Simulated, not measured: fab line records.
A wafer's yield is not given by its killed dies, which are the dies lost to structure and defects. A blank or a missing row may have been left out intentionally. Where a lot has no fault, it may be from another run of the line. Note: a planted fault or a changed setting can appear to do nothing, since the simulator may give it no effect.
Which tool was responsible? + flow nand_harc + 12 lots, 36 wafers sampled, at 6 steps of a route of 1302

WHAT THE GAUGES READ, wafer by wafer
NHARC_P_M2_CD_MEAS_09: the cd target is 170 nm.
| lot  | measured     | on        | cd_nm (nm)        |
|------|--------------|-----------|-------------------|
| L120 | day 6 05:47  | cd_sem-01 | 169.9 169.7 170.8 |
| L122 | day 6 23:02  | cd_sem-03 | 168.8 169.6 169.7 |
| L121 | day 7 00:02  | cd_sem-03 | 170.0 169.6 170.3 |
| L124 | day 8 00:34  | cd_sem-01 | 170.2 170.8 170.5 |
| L125 | day 8 05:38  | cd_sem-02 | 168.4 169.4 168.8 |
| L128 | day 10 04:11 | cd_sem-03 | 193.4 192.8 191.9 |
| L131 | day 11 03:41 | cd_sem-01 | 193.4 193.7 193.0 |
| L137 | day 13 18:00 | cd_sem-03 | 169.4 169.5 169.3 |
| L138 | day 13 21:56 | cd_sem-03 | 169.8 169.6 170.1 |
| L139 | day 14 11:18 | cd_sem-02 | 170.0 168.8 170.2 |
| L140 | day 14 16:19 | cd_sem-01 | 167.9 168.4 168.7 |
| L141 | day 15 04:04 | cd_sem-02 | 170.1 170.4 169.4 |

NHARC_END_SORT_01.
| lot  | measured     | on        | defect_limited_yield (%) | killed_at_array | killed_at_other | killed_at_periphery | killed_dies | killed_open | killed_short |
|------|--------------|-----------|--------------------------|-----------------|-----------------|---------------------|-------------|-------------|--------------|
| L120 | day 24 12:37 | prober-02 | 90.3 94.8 94.4           | 62 33 33        | 1 1 1           | 3 1 4               | 66 35 38    | 4 2 6       | 0 2 4        |
| L122 | day 24 20:31 | prober-02 | 92.5 92.9 91.7           | 47 47 51        | 3 0 3           | 1 1 2               | 51 48 56    | 2 2 1       | 4 0 1        |
| L121 | day 24 18:25 | prober-01 | 89.2 89.2 89.8           | 68 71 62        | 3 2 2           | 2 0 5               | 73 73 69    | 4 4 3       | 2 2 2        |
| L124 | day 26 00:08 | prober-02 | 91.7 91.4 92.9           | 53 57 43        | 0 0 1           | 3 1 4               | 56 58 48    | 1 2 1       | 2 2 1        |
| L125 | day 25 23:20 | prober-01 | 86.9 91.9 91.1           | 87 52 59        | 0 0 0           | 2 3 1               | 89 55 60    | 6 3 1       | 2 3 1        |
| L128 | day 28 08:52 | prober-01 | 87.3 89.7 88.5           | 84 69 75        | 0 0 1           | 2 1 2               | 86 70 78    | 3 4 4       | 4 3 2        |
| L131 | day 29 06:23 | prober-02 | 87.1 88.8 85.5           | 81 70 93        | 0 1 2           | 6 5 3               | 87 76 98    | 1 0 4       | 3 5 2        |
| L137 | day 30 23:55 | prober-01 | 92.2 91.0 92.8           | 46 52 41        | 0 0 0           | 7 9 8               | 53 61 49    | 2 3 4       | 1 4 3        |
| L138 | day 31 19:05 | prober-01 | 90.5 91.6 91.3           | 63 51 54        | 0 1 1           | 1 5 4               | 64 57 59    | 5 1 0       | 5 6 2        |
| L139 | day 32 02:51 | prober-01 | 90.8 89.1 91.7           | 58 69 51        | 3 2 2           | 1 3 3               | 62 74 56    | 2 1 1       | 0 1 1        |
| L140 | day 32 02:10 | prober-02 | 89.8 87.3 91.1           | 63 83 58        | 2 1 0           | 4 2 2               | 69 86 60    | 7 2 5       | 2 4 1        |
| L141 | day 33 05:31 | prober-01 | 91.0 88.3 90.0           | 56 69 61        | 1 4 2           | 4 6 5               | 61 79 68    | 0 4 5       | 5 3 3        |

WHAT TOOL EACH LOT RAN ON (gives the tool, then ch and the chambers of the sampled wafers, and finally the start)
| lot  | NHARC_P_M1_PVD_21                       | NHARC_P_M1_DEP_33               | NHARC_P_M2_PEB_07                 | NHARC_P_M2_ETCH_15                            |
|------|-----------------------------------------|---------------------------------|-----------------------------------|-----------------------------------------------|
| L120 | pvd_sputter-02, day 6 04:40 or earlier  | pecvd-01 ch 1,2, day 6 04:40    | litho_track-04 ch 0, day 6 05:42  | rie_diel-08 ch 1,2,3, day 24 12:37 or earlier |
| L122 | pvd_sputter-03, day 6 21:47 or earlier  | pecvd-02 ch 0,1, day 6 21:47    | litho_track-04 ch 0, day 6 22:57  | rie_diel-08 ch 0,1,3, day 24 20:31 or earlier |
| L121 | pvd_sputter-03, day 6 22:56 or earlier  | pecvd-02 ch 0,2, day 6 22:56    | litho_track-01 ch 0, day 6 23:57  | rie_diel-10 ch 0,1,2, day 24 18:25 or earlier |
| L124 | pvd_sputter-02, day 7 23:22 or earlier  | pecvd-02 ch 0,1, day 7 23:22    | litho_track-04 ch 0, day 8 00:29  | rie_diel-08 ch 0,2,3, day 26 00:08 or earlier |
| L125 | pvd_sputter-01, day 8 04:31 or earlier  | pecvd-02 ch 1,2, day 8 04:31    | litho_track-01 ch 0, day 8 05:34  | rie_diel-09 ch 0,1,3, day 25 23:20 or earlier |
| L128 | pvd_sputter-01, day 10 03:04 or earlier | pecvd-03 ch 0,1,2, day 10 03:04 | litho_track-04 ch 0, day 10 04:06 | rie_diel-08 ch 0,1,3, day 28 08:52 or earlier |
| L131 | pvd_sputter-03, day 11 02:26 or earlier | pecvd-03 ch 0,2, day 11 02:26   | litho_track-04 ch 0, day 11 03:37 | rie_diel-09 ch 0,2,3, day 29 06:23 or earlier |
| L137 | pvd_sputter-03, day 13 16:41 or earlier | pecvd-01 ch 2, day 13 16:41     | litho_track-01 ch 0, day 13 17:55 | rie_diel-09 ch 0,1,2, day 30 23:55 or earlier |
| L138 | pvd_sputter-03, day 13 20:41 or earlier | pecvd-01 ch 2, day 13 20:41     | litho_track-04 ch 0, day 13 21:51 | rie_diel-08 ch 0,1,2, day 31 19:05 or earlier |
| L139 | pvd_sputter-02, day 14 10:07 or earlier | pecvd-03 ch 0,2, day 14 10:07   | litho_track-06 ch 0, day 14 11:13 | rie_diel-10 ch 1,3, day 32 02:51 or earlier   |
| L140 | pvd_sputter-01, day 14 15:04 or earlier | pecvd-03 ch 0,1,2, day 14 15:04 | litho_track-01 ch 0, day 14 16:14 | rie_diel-08 ch 0,2,3, day 32 02:10 or earlier |
| L141 | pvd_sputter-03, day 15 02:52 or earlier | pecvd-02 ch 0,1,2, day 15 02:52 | litho_track-06 ch 0, day 15 03:59 | rie_diel-09 ch 0,1,2, day 33 05:31 or earlier |
- NHARC_P_M1_PVD_21: deposits Cu, target thk 30 nm, time 20.49 s.
- NHARC_P_M1_DEP_33: deposits SiCN, target thk 30 nm.
- NHARC_P_M2_PEB_07: peb time 65 s.
- NHARC_P_M2_ETCH_15: etches the open film in C4F8/Ar, target depth 182.5 nm, time 91.2 s.

AS READ BY THE TOOLS THEMSELVES (means over the sampled wafers that have a number; for cases with no such wafer, the mark the record gives instead)
NHARC_P_M1_PVD_21.
| lot  | tool           | throttle_valve_pct (%) |
|------|----------------|------------------------|
| L120 | pvd_sputter-02 | 29.3                   |
| L122 | pvd_sputter-03 | 29.9                   |
| L121 | pvd_sputter-03 | 30.5                   |
| L124 | pvd_sputter-02 | 29.9                   |
| L125 | pvd_sputter-01 | 30.6                   |
| L128 | pvd_sputter-01 | 29.8                   |
| L131 | pvd_sputter-03 | 30.5                   |
| L137 | pvd_sputter-03 | 30.3                   |
| L138 | pvd_sputter-03 | 30.1                   |
| L139 | pvd_sputter-02 | 29.9                   |
| L140 | pvd_sputter-01 | 29.9                   |
| L141 | pvd_sputter-03 | 30.5                   |

NHARC_P_M1_DEP_33.
| lot  | tool     | heater_power_w (W) |
|------|----------|--------------------|
| L120 | pecvd-01 | 574                |
| L122 | pecvd-02 | 587                |
| L121 | pecvd-02 | 678                |
| L124 | pecvd-02 | 543                |
| L125 | pecvd-02 | 594                |
| L128 | pecvd-03 | 617                |
| L131 | pecvd-03 | 613                |
| L137 | pecvd-01 | 447                |
| L138 | pecvd-01 | 489                |
| L139 | pecvd-03 | 593                |
| L140 | pecvd-03 | 563                |
| L141 | pecvd-02 | 536                |

NHARC_P_M2_PEB_07.
| lot  | tool           | heater_power_total_W (W) | plate_temp_C (C) |
|------|----------------|--------------------------|------------------|
| L120 | litho_track-04 | 156.8                    | 99.87            |
| L122 | litho_track-04 | 156.7                    | 99.96            |
| L121 | litho_track-01 | 156.5                    | 99.95            |
| L124 | litho_track-04 | 157.0                    | 99.94            |
| L125 | litho_track-01 | 156.7                    | 100.10           |
| L128 | litho_track-04 | 174.6                    | 108.23           |
| L131 | litho_track-04 | 174.4                    | 108.17           |
| L137 | litho_track-01 | 156.8                    | 99.95            |
| L138 | litho_track-04 | 156.9                    | 100.17           |
| L139 | litho_track-06 | 156.8                    | 100.09           |
| L140 | litho_track-01 | 156.6                    | 100.09           |
| L141 | litho_track-06 | 156.7                    | 99.73            |

NHARC_P_M2_ETCH_15.
| lot  | tool        | oes_product_au (a.u.) | rf_vpp_V (V) |
|------|-------------|-----------------------|--------------|
| L120 | rie_diel-08 | 0.913                 | 442.7        |
| L122 | rie_diel-08 | 0.918                 | 439.8        |
| L121 | rie_diel-10 | 0.924                 | 441.0        |
| L124 | rie_diel-08 | 0.915                 | 441.5        |
| L125 | rie_diel-09 | 0.980                 | 440.1        |
| L128 | rie_diel-08 | 0.968                 | 441.1        |
| L131 | rie_diel-09 | 0.977                 | 441.6        |
| L137 | rie_diel-09 | 0.971                 | 440.5        |
| L138 | rie_diel-08 | 0.929                 | 441.1        |
| L139 | rie_diel-10 | 0.920                 | 442.0        |
| L140 | rie_diel-08 | 0.923                 | 442.1        |
| L141 | rie_diel-09 | 0.968                 | 440.5        |

THE ANSWER, worked out from the rows above alone
Rule: the lots themselves supply what counts as usual. Put in order of their means at a reading, lots are off if they are a third of the lots or fewer, leave a main group of 4 or more, and stand apart from it by a gap of 3 or more times the standard deviation of the main group's means; of several such gaps the widest counts. The tables above print the reading to a certain number of digits; a main group whose means all agree to those digits is not used. Also off: a lot with no number at a reading for which 4 or more lots have one. The other lots that the step has rows for count as sound. First the gauges in route order, then the tools' own readings, where a lot's mean is used as printed above. At the first step where some lot is off, the reading lying furthest off is the one used; lots without a number count as furthest.
Off: L128, L131, at NHARC_P_M2_CD_MEAS_09 (cd_nm). Main group: mean 169.6 nm, sd 0.6.
If a tool, at a process step before that reading, ran all the lots that are off and no sound lot after the first of them, it fits. The gauges at NHARC_P_M2_CD_MEAS_09 aren't tried: what is off there is off at NHARC_P_M2_PEB_07 too, on other tools, and a gauge's error can't cause that. NHARC_P_M1_PVD_21 gives no start for some lots, so the hours and the order of its lots are those of NHARC_P_M1_DEP_33. Of those tried, none fits.

WHAT THE SIMULATOR HAD INSERTED
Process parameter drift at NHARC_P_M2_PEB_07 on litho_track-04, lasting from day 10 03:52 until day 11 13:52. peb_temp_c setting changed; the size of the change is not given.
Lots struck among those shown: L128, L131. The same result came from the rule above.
